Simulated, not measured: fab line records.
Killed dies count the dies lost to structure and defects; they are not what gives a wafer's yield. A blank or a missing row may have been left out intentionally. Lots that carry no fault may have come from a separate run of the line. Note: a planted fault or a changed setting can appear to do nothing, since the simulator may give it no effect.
fab line records | flow nand_harc
[record] lots = 12 wafers = 35 last_day = 23
route steps=1159 shown A_M1@1051 A_BONDPAD@1077 END@1159
lots with no fault: from the same line, run without faults
start_h: hours from the record's first day to the start of the lot's first wafer shown | wait_h: how many hours have passed since the lot's step before this one | " the same as in the row above | L1.1+2: several wafers, shown together as one row | - value missing, or start not given | * or withheld: withheld | < > ~ a bound
route shown NAME@n: a module of which the file shows steps, and the number in the route of the first | usual: average and standard deviation across the fault-free wafers | same: alike in all rows | chamber/n: place in a boat | sites: the reading at each site | _std_site: the values' standard deviation | _edge_site: the outer-site mean with the inner-site mean subtracted | radius_mm: for every site, how far away it sits from the centre of the wafer | mask NAME#n: copy n | behind: the last tool/chamber to shape the wafer | hold: why the lot went on hold/how many hours it stayed there/how the hold came to an end | device: transistor that didn't switch, given as n, p or np | end of line: tests run on the same wafers once the route is complete | for a step that has no rows: nothing shown but its recipe | killed: at the first sort, the dies lost to defects and structure; wafer yield is something else | map: a wafer's dies, x killed, . not, _ none there
set.NAME: the run value of the setting; set.NAME@STEP: its run value at that earlier step | model.NAME: the simulator's own value behind a step, which no gauge read
the route's steps for a sample of lots (tables are steps, rows are wafers)
services: the hour from which a tool's chamber was out of use, counted from the record's first day as start_h (under 0 if before that day), plus the number of hours and why
[[steps]]
[step NHARC_A_M1_ANNEAL_31]
[recipe] temp_c = 225 time_s = 90
[usual] wafer_temp_C_max = 226.31/0.3
// columns lot.wafer tool chamber start_h wait_h wafer_temp_C_max
L196.2 rtp_anneal-01 0 418.69 - 225.54
L196.4 " 0 " " 226.57
L196.6 " 0 " " 226.23
L197.1 rtp_anneal-01 0 421.90 - 226.95
L197.2 " 0 " " 226.30
L197.6 " 0 " " 226.46
L200.2 rtp_anneal-01 0 424.08 0.3 227.18
L200.4 " 0 " " 226.52
L200.5 " 0 " " 226.79
L199.1 rtp_anneal-02 0 432.39 - 226.76
L199.3 " 0 " " 226.34
L199.5 " 0 " " 226.36
L201.4 rtp_anneal-02 0 435.40 - 226.58
L201.5 " 0 " " 226.08
L201.6 " 0 " " 226.04
L202.4 rtp_anneal-01 0 437.78 0.4 226.12
L202.5 " 0 " " 226.57
L202.6 " 0 " " 226.84
L203.1 rtp_anneal-01 0 448.09 0.4 226.22
L203.3 " 0 " " 226.73
L203.6 " 0 " " 226.10
L205.1 rtp_anneal-01 0 459.98 - 226.79
L205.2 " 0 " " 226.34
L205.3 " 0 " " 226.30
L208.3 rtp_anneal-01 0 474.81 - 226.20
L208.4 " 0 " " 226.02
L208.5 " 0 " " 225.97
L207.1 rtp_anneal-02 0 481.61 - 225.80
L207.2 " 0 " " 226.54
L207.5 " 0 " " 226.39
L211.1 rtp_anneal-02 0 488.05 0.4 226.19
L211.4 " 0 " " 226.16
L211.5 " 0 " " 226.10
L210.1 rtp_anneal-01 0 509.41 - 226.38
L210.6 " 0 " " 226.43
[step NHARC_A_M1_INSPECT_27]
[usual] raw_defect_count = 468/110
// columns lot.wafer tool chamber start_h wait_h raw_defect_count
L196.2 defect_inspect-01 - 419.45 0.0 488
L196.4 " - " " 545
L196.6 " - " " 386
L197.1 defect_inspect-02 - 422.72 0.0 473
L197.2 " - " " 346
L197.6 " - " " 401
L200.2 defect_inspect-02 - 424.89 0.0 451
L200.4 " - " " 593
L200.5 " - " " 404
L199.1 defect_inspect-01 - 433.21 0.0 548
L199.3 " - " " 346
L199.5 " - " " 345
L201.4 defect_inspect-02 - 436.06 0.0 297
L201.5 " - " " 325
L201.6 " - " " 494
L202.4 defect_inspect-01 - 438.44 0.0 614
L202.5 " - " " 563
L202.6 " - " " 566
L203.1 defect_inspect-02 - 448.91 0.0 439
L203.3 " - " " 524
L203.6 " - " " 437
L205.1 defect_inspect-02 - 460.82 0.0 434
L205.2 " - " " 761
L205.3 " - " " 326
L208.3 defect_inspect-01 - 475.53 0.0 332
L208.4 " - " " 417
L208.5 " - " " 608
L207.1 defect_inspect-02 - 482.44 0.0 395
L207.2 " - " " 532
L207.5 " - " " 442
L211.1 defect_inspect-01 - 488.87 0.0 359
L211.4 " - " " 394
L211.5 " - " " 351
L210.1 defect_inspect-01 - 510.26 0.0 600
L210.6 " - " " 400
[step NHARC_A_BONDPAD_ETCH_12]
[recipe] target_depth_a = 2200 time_s = 110 chf3_flow_sccm = 50 o2_flow_sccm = 10 ar_flow_sccm = 200 rf_w = 500 bias_w = 200 chemistry = CHF3/O2
[usual] drypump_motor_current_A = 5.8/0.43 oes_product_au = 0.943/0.022 rf_vpp_V = 369.5/2.6 run_length_s = 131.5/0.57 showerhead_plenum_p_Torr = 2.35/0.11 throttle_valve_pct = 20.573/0.0086
// columns lot.wafer tool chamber start_h wait_h drypump_motor_current_A oes_product_au rf_hours_counter_h rf_vpp_V run_length_s showerhead_plenum_p_Torr throttle_valve_pct
L196.2 rie_diel-01 0 422.07 - 5.3 0.912 3 367.3 132.0 2.27 20.570
L196.4 " 2 " " 6.1 0.923 3 367.6 132.0 2.24 20.563
L196.6 " 1 " " 6.2 0.921 - 367.4 131.5 2.26 20.577
L197.1 rie_diel-01 3 425.39 - 5.6 0.955 4 374.3 130.8 2.53 20.567
L197.2 " 0 " " 5.3 0.963 4 367.1 132.3 2.27 20.569
L197.6 " 0 " " 5.3 0.951 - 368.0 132.4 2.27 20.548
L200.2 rie_diel-01 2 427.21 - 6.1 0.961 4 367.4 131.7 2.24 20.572
L200.4 " 0 " " 5.3 0.978 4 367.5 131.9 2.27 20.577
L200.5 " 2 " " 6.1 0.967 - 367.0 131.7 2.24 20.585
L199.1 rie_diel-01 2 435.55 - 6.1 0.927 4 366.9 132.2 2.24 20.582
L199.3 " 0 " " 5.3 0.931 4 367.8 132.1 2.27 20.575
L199.5 " 2 " " 6.1 0.943 - 367.4 132.1 2.24 20.577
L201.4 rie_diel-01 3 438.24 - 5.6 0.923 4 374.6 130.8 2.53 20.578
L201.5 " 3 " " 5.6 0.934 - 373.3 131.4 2.53 20.580
L201.6 " 0 " " 5.3 0.929 - 368.1 132.2 2.27 20.568
L202.4 rie_diel-01 3 441.11 - 5.6 0.977 5 374.2 131.1 2.53 20.583
L202.5 " 2 " " 6.1 0.972 - 368.6 131.8 2.24 20.559
L202.6 " 3 " " 5.6 0.965 - 371.9 130.7 2.53 20.575
L203.1 rie_diel-01 3 451.11 - 5.6 0.960 5 372.4 130.8 2.53 20.569
L203.3 " 1 " " 6.3 0.955 5 366.5 131.8 2.26 20.566
L203.6 " 3 " " 5.6 0.960 - 373.5 130.7 2.53 20.567
L205.3 rie_diel-13 2 463.27 - 6.2 0.929 0 370.4 131.2 2.46 20.569
L205.1 " 0 " " 5.6 0.923 0 370.1 130.3 2.40 20.579
L205.2 " 1 " " 6.1 0.936 0 369.8 132.2 2.37 20.568
L208.4 rie_diel-01 1 477.86 - 6.2 0.972 6 366.7 131.4 2.26 20.561
L208.3 " 3 " " 5.5 0.957 6 374.0 130.8 2.53 20.575
L208.5 " 0 " " 5.3 0.963 - 367.2 132.0 2.26 20.558
L207.2 rie_diel-01 3 484.74 - 5.6 0.916 6 374.0 131.2 2.53 20.594
L207.1 " 2 " " 6.1 0.933 6 367.5 118.7 2.24 20.556
L207.5 " 0 " " 5.3 0.922 - 367.2 119.1 2.27 20.568
L211.1 rie_diel-01 0 491.22 - 5.3 0.973 6 368.0 119.4 2.26 20.571
L211.4 " 2 " " 6.1 0.979 6 364.7 132.0 2.24 20.562
L211.5 " 0 " " 5.3 0.948 - 369.2 118.9 2.26 20.577
L210.1 rie_diel-01 2 512.48 - 6.1 0.959 0 367.8 118.8 2.24 20.582
L210.6 " 0 " " 5.3 0.971 - 367.6 132.3 2.26 20.572
[step NHARC_A_BONDPAD_CD_MEAS_13]
[usual] cd_nm = 499.0/2.2
// columns lot.wafer tool chamber start_h wait_h cd_nm
L196.2 cd_sem-02 - 422.22 - 498.9
L196.4 " - " " 495.3
L196.6 " - " " 497.0
L197.1 cd_sem-03 - 425.53 - 502.4
L197.2 " - " " 501.5
L197.6 " - " " 498.6
L200.2 cd_sem-01 - 427.35 - 502.4
L200.4 " - " " 500.4
L200.5 " - " " 499.7
L199.1 cd_sem-01 - 435.69 - 495.0
L199.3 " - " " 495.0
L199.5 " - " " 494.2
L201.4 cd_sem-01 - 438.39 - 494.9
L201.5 " - " " 499.4
L201.6 " - " " 494.4
L202.4 cd_sem-01 - 441.26 - 499.7
L202.5 " - " " 502.5
L202.6 " - " " 499.7
L203.1 cd_sem-03 - 451.24 - 502.9
L203.3 " - " " 501.5
L203.6 " - " " 501.8
L205.1 cd_sem-03 - 463.41 - 495.8
L205.2 " - " " 497.8
L205.3 " - " " 498.3
L208.3 cd_sem-03 - 477.99 - 497.3
L208.4 " - " " 501.4
L208.5 " - " " 501.0
L207.1 cd_sem-03 - 484.88 - 499.4
L207.2 " - " " 500.2
L207.5 " - " " 499.7
L211.1 cd_sem-01 - 491.35 - 499.5
L211.4 " - " " 497.6
L211.5 " - " " 493.2
L210.1 cd_sem-01 - 512.60 - 497.5
L210.6 " - " " 499.0
[step NHARC_END_SORT_01]
[recipe] temp_c = 25
[usual] defect_limited_yield = 95.5/1.3 killed_at_array = 27/8.8 killed_at_other = 0.4/0.82 killed_at_periphery = 3.1/2.1 killed_dies = 31/8.8 killed_open = 3.3/2 killed_short = 2.0/1.4 sort_bin_2_pct = 1.3/0.56 sort_bin_3_pct = 0.25/0.21 sort_bin_4_pct = 2.9/0.89 sort_n_pass = 646/8.8 sort_rim_yield_pct = 95.8/2.7 sort_yield_pct = 95.5/1.3
[same] gross_dies = 677 sort_bin_5_pct[%] = 0 sort_bin_6_pct[%] = 0 sort_bin_7_pct[%] = 0 sort_bin_8_pct[%] = 0 sort_rim_n_gross = 106.00
// columns lot.wafer tool chamber start_h wait_h defect_limited_yield[%] killed_at_array killed_at_other killed_at_periphery killed_dies killed_open killed_short sort_bin_2_pct[%] sort_bin_3_pct[%] sort_bin_4_pct[%] sort_n_pass sort_rim_yield_pct[%] sort_yield_pct[%]
L208.3 prober-01 0 507.37 3.1 96.0 27 0 0 27 3 1 0.6 0.30 3.1 650 100.0 96.0
L208.4 prober-01 0 508.18 3.4 96.2 25 0 1 26 3 2 1.5 0.15 2.2 651 98.1 96.2
L208.5 prober-01 0 508.99 3.7 95.9 26 0 2 28 2 4 1.0 0.30 2.8 649 97.2 95.9
L207.1 prober-02 0 517.07 2.5 2.1 658 0 5 663 2 3 96.5 0 1.5 14 9.4 2.1
L207.2 prober-02 0 517.87 2.8 97.0 18 0 2 20 2 0 0.3 0.44 2.2 657 96.2 97.0
L207.5 prober-02 0 520.29 3.7 1.6 662 0 4 666 10 1 95.7 0 2.7 11 5.7 1.6
L211.1 prober-02 0 524.84 2.5 4.9 641 0 3 644 2 3 92.0 0.30 2.8 33 0 4.9
L211.4 prober-02 0 527.26 3.4 95.7 25 1 3 29 2 4 1.3 0.30 2.7 648 98.1 95.7
L211.5 prober-02 0 528.06 3.7 2.2 658 0 4 662 2 2 95.4 0.15 2.2 15 0 2.2
L210.1 prober-01 0 546.05 2.5 3.8 649 0 2 651 1 0 93.2 0.15 2.8 26 17.9 3.8
L210.6 prober-01 0 550.10 4.1 94.8 34 1 0 35 7 2 1.9 0 3.2 642 93.4 94.8
// killed by level:class
L208.3 A_CHANNEL_HOLE_D1:chamber_film_flake=18 A_CONTACT:chamber_film_flake=4 A_CONTACT:geometric_particle:open=2 A_WL_FILL:geometric_particle:short=1 A_M0:geometric_particle:open=1 A_STAIRCASE:chamber_film_flake=1
L208.4 A_CHANNEL_HOLE_D1:chamber_film_flake=17 A_CONTACT:chamber_film_flake=2 A_ONON_D1:geometric_particle:open=1 A_ONON_D1:geometric_particle:short=1 A_CONTACT:geometric_particle:short=1 A_CONTACT:geometric_particle:open=1 A_BLC:geometric_particle:open=1 P_STI:chamber_film_flake=1
L208.5 A_CHANNEL_HOLE_D1:chamber_film_flake=17 A_CONTACT:chamber_film_flake=3 P_CONTACT:geometric_particle:short=1 A_ONON_D1:geometric_particle:open=1 A_CHANNEL_FILL_D1:geometric_particle:short=1 A_SGD_CUT:geometric_particle:short=1 A_CONTACT:geometric_particle:open=1 A_M0:geometric_particle:short=1
L207.1 A_BONDPAD:area_etch=649 P_GATE:chamber_film_flake=2 A_CHANNEL_HOLE_D1:chamber_film_flake=2 P_M1:geometric_particle:short=1 A_CHANNEL_FILL_D1:geometric_particle:short=1 A_SGD_CUT:geometric_particle:short=1 A_CONTACT:geometric_particle:open=1 A_BLC:geometric_particle:open=1
L207.2 A_CHANNEL_HOLE_D1:chamber_film_flake=5 A_WL_FILL:chamber_film_flake=4 A_CONTACT:chamber_film_flake=4 A_STAIRCASE:chamber_film_flake=2 A_CHANNEL_FILL_D1:geometric_particle:open=1 A_CONTACT:geometric_particle:open=1 P_STI:chamber_film_flake=1 P_GATE:chamber_film_flake=1
L207.5 A_BONDPAD:area_etch=643 A_CHANNEL_HOLE_D1:chamber_film_flake=4 A_STAIRCASE:chamber_film_flake=3 A_CONTACT:geometric_particle:open=2 A_BLC:geometric_particle:open=2 A_WL_FILL:chamber_film_flake=2 P_CONTACT:geometric_particle:open=1 P_M0:geometric_particle:open=1
L211.1 A_BONDPAD:area_etch=617 A_CHANNEL_HOLE_D1:chamber_film_flake=18 P_M0:geometric_particle:short=1 A_ONON_D1:geometric_particle:short=1 A_CHANNEL_FILL_D1:geometric_particle:open=1 A_CONTACT:geometric_particle:open=1 A_CONTACT:geometric_particle:short=1 P_ZERO_WELL:chamber_film_flake=1
L211.4 A_CHANNEL_HOLE_D1:chamber_film_flake=18 P_GATE:chamber_film_flake=2 P_M2:geometric_particle:open=1 A_CHANNEL_HOLE_D1:geometric_particle:short=1 A_CHANNEL_FILL_D1:geometric_particle:short=1 A_CHANNEL_FILL_D1:geometric_particle:open=1 A_WL_FILL:geometric_particle:short=1 STARTING-WAFER:geometric_particle:short=1
L211.5 A_BONDPAD:area_etch=639 A_CHANNEL_HOLE_D1:chamber_film_flake=15 P_GATE:chamber_film_flake=3 P_CONTACT:geometric_particle:open=1 A_ONON_D1:geometric_particle:short=1 A_CHANNEL_FILL_D1:geometric_particle:short=1 A_BLC:geometric_particle:open=1 A_STAIRCASE:chamber_film_flake=1
L210.1 A_BONDPAD:area_etch=619 A_SLIT:chamber_film_flake=15 A_CHANNEL_HOLE_D1:chamber_film_flake=6 A_CONTACT:chamber_film_flake=4 A_ZERO_WELL:chamber_film_flake=3 A_BLC:geometric_particle:open=1 P_GATE:chamber_film_flake=1 P_M2:chamber_film_flake=1
L210.6 A_SLIT:chamber_film_flake=14 A_CONTACT:chamber_film_flake=7 A_CONTACT:geometric_particle:open=2 A_CHANNEL_HOLE_D1:chamber_film_flake=2 A_ONON_D1:geometric_particle:open=1 A_CHANNEL_FILL_D1:geometric_particle:open=1 A_SGD_CUT:geometric_particle:open=1 A_SGD_CUT:geometric_particle:short=1
[[services]]
// columns tool chamber start_h hours kind
rie_diel-01 0 397.32 - clean
rie_diel-01 1 397.32 - clean
rie_diel-01 2 397.32 - clean
rie_diel-01 3 397.32 - clean
rie_diel-01 0 421.82 - clean
rie_diel-01 1 421.82 - clean
rie_diel-01 2 421.82 - clean
rie_diel-01 3 421.82 - clean
rie_diel-13 3 421.97 15.2 repair
rie_diel-13 2 430.23 30.7 repair
rie_diel-13 1 435.15 6.1 repair
rie_diel-01 0 446.32 - clean
rie_diel-01 1 446.32 - clean
rie_diel-01 2 446.32 - clean
rie_diel-01 3 446.32 - clean
rie_diel-13 - 453.00 9.0 pm
rie_diel-01 0 470.82 - clean
rie_diel-01 1 470.82 - clean
rie_diel-01 2 470.82 - clean
rie_diel-01 3 470.82 - clean
rie_diel-13 0 487.25 4.7 repair
rie_diel-01 - 491.82 9.0 pm
rie_diel-01 0 491.82 9.0 vent_cycle
rie_diel-01 1 491.82 9.0 vent_cycle
[[key]]
[first_sign] step = NHARC_A_BONDPAD_ETCH_12 reading = run_length_s direction = down sigmas = 22 usual = * struck = *
[effect] step = NHARC_END_SORT_01 reading = sort_bin_2_pct direction = up sigmas = 99+ usual = 1.3 struck = 94.6
[more_kills_born_at] NHARC_A_BONDPAD_ETCH_12@rie_diel-01 = 3167
met_at NHARC_A_BONDPAD_ETCH_12
struck_lots L207,L210,L211
struck_wafers L207.1,L207.5,L210.1,L211.1,L211.5
later_rows_left_out L207.1,L207.5,L210.1,L211.1,L211.5
not_acting_at NHARC_A_M1_ANNEAL_31,NHARC_A_M1_INSPECT_27,NHARC_A_BONDPAD_CD_MEAS_13
onset_between 477.86 484.74
[fault] kind = process_parameter_drift tool = rie_diel-01 chamber = - onset_h = 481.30 steps = NHARC_A_BONDPAD_ETCH_12 channel = time_s offset = * shape = step end_h = 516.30 scope = struck_wafers_only acts_in = * stated = *
// later_rows_left_out: the simulator's readings of these wafers behind a module that went badly wrong aren't trusted and aren't shown, but for the sort
